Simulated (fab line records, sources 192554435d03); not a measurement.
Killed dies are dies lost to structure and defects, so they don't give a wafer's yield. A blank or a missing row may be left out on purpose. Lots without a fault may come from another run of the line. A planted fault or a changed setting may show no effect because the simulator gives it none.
Problem report in the 8D (eight disciplines) form, filled by code | flow n5_finfet | the parts of the form that need people (team, actions taken, sign-off) are left out

1. THE PROBLEM
killed_at_M4_up at N5_PASSIVATION_PROBE_49 reads a mean of 53 on 1 wafer of 1 lot; wafers without a fault read 15 with a standard deviation of 6.2. That is +6.1 standard deviations from the usual mean.
First seen on wafer L715.6, day 15 10:55, on prober-02. The record holds 19 wafers of 7 lots with a number at this step. Rule for "out", or "out of limits": more than 4 standard deviations from the usual mean. The other wafers with a number count as sound.

2. WHAT IT IS AND WHAT IT IS NOT
question                    | is                | is not
which readings at this step | killed_at_M4_up   | killed_at_M0_to_M3, killed_at_contacts, killed_at_front_end, killed_at_other, killed_open, killed_short, sort_bin_4_leakage, sort_bin_5_function
which lots                  | L715              | L705, L711, L718, L723, L725, L727
which wafers of those lots  | L715.6            | L715.1, L715.2
read on which tools         | prober-02         | prober-01
when                        | from day 15 10:55 | up to then (8 sound wafers); but 10 sound wafers of L718, L723, L725, L727 came after

3. SUSPECTS, AND WHAT RULES EACH OUT
Counting: a tool at a process step up to the reading stays a suspect if it ran every lot that is out. Sound lots after the first of them don't rule it out here, since some wafers of a struck lot are sound.
- pvd_sputter-02 at N5_BEOL_M14_SPUTTER_45 (material Cu, target thk 100 nm, time 16.67 s): kept. It ran the lot that is out, L715 (day 14 14:31); its last sound lot up to then is L705 (day 12 13:07).
- pecvd-01 at N5_PASSIVATION_PECVD_01 (deposits SiNx from SiH4/NH3/N2, target thk 200 nm, time 43.2 s): kept. It ran the lot that is out, L715 (day 15 03:05); its last sound lot up to then is L711 (day 14 18:53).
- rie_diel-02 at N5_PASSIVATION_PASS_ETCH_74 (etches SiNx in CF4/O2, target depth 220 nm, time 110 s): kept. It ran the lot that is out, L715 (day 15 03:50).
- rie_diel-02 at N5_PASSIVATION_STRIP_14 (strips in O2): kept. It ran the lot that is out, L715 (day 15 04:08).
- prober-02 at N5_PASSIVATION_PROBE_49: kept. It ran the lot that is out, L715 (day 15 10:40); its last sound lot up to then is L705 (day 13 09:38). Its own readings are out on those wafers: killed_at_M4_up.
- Within rie_diel-02 at N5_PASSIVATION_PASS_ETCH_74: the wafers that are out ran in chamber 2; their sound lot-mates ran in chambers 0, 3.
- Within rie_diel-02 at N5_PASSIVATION_STRIP_14: the wafers that are out ran in chamber 2; their sound lot-mates ran in chambers 0, 3.
Left after counting: pvd_sputter-02 at N5_BEOL_M14_SPUTTER_45, pecvd-01 at N5_PASSIVATION_PECVD_01, rie_diel-02 at N5_PASSIVATION_PASS_ETCH_74, rie_diel-02 at N5_PASSIVATION_STRIP_14, prober-02 at N5_PASSIVATION_PROBE_49.

4. THE CAUSE (what the simulator had put in)
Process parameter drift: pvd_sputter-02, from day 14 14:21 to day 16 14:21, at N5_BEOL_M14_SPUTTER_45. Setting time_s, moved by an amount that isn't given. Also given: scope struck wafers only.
Counting left 5 suspects, and this tool is among them.

5. THE CHAIN OF EFFECTS, in route order
Each row: a reading whose mean over the struck wafers that have a number lies more than 3 standard deviations from the usual. Only readings for which the record gives a usual standard deviation are gone through. hours: the time from each lot's start at the first step in this table that gives one to its start at this step, as a median over the lots. sigmas: the change in usual standard deviations.
hours | step                    | reading         | usual | on struck wafers | change | sigmas
0     | N5_PASSIVATION_PROBE_49 | killed_at_M4_up | 15    | 53               | +38    | +6.1
0     | N5_PASSIVATION_PROBE_49 | killed_on_rim   | 13    | 26               | +13    | +3.2
The process steps in it:
- N5_PASSIVATION_PROBE_49

6. WHAT WOULD HAVE CAUGHT IT SOONER
In this record the first reading out of limits was taken at day 15 10:55, 21 hours after the fault began at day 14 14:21.
Of the tool readings at N5_BEOL_M14_SPUTTER_45 for which the record gives a usual standard deviation, none was out on any struck wafer, so an alarm limit of 4 standard deviations on them would not have fired.
All the lots that are out (1) had begun N5_BEOL_M14_SPUTTER_45 on pvd_sputter-02 by day 15 10:55. A hold on the tool at that time would have spared none of them.
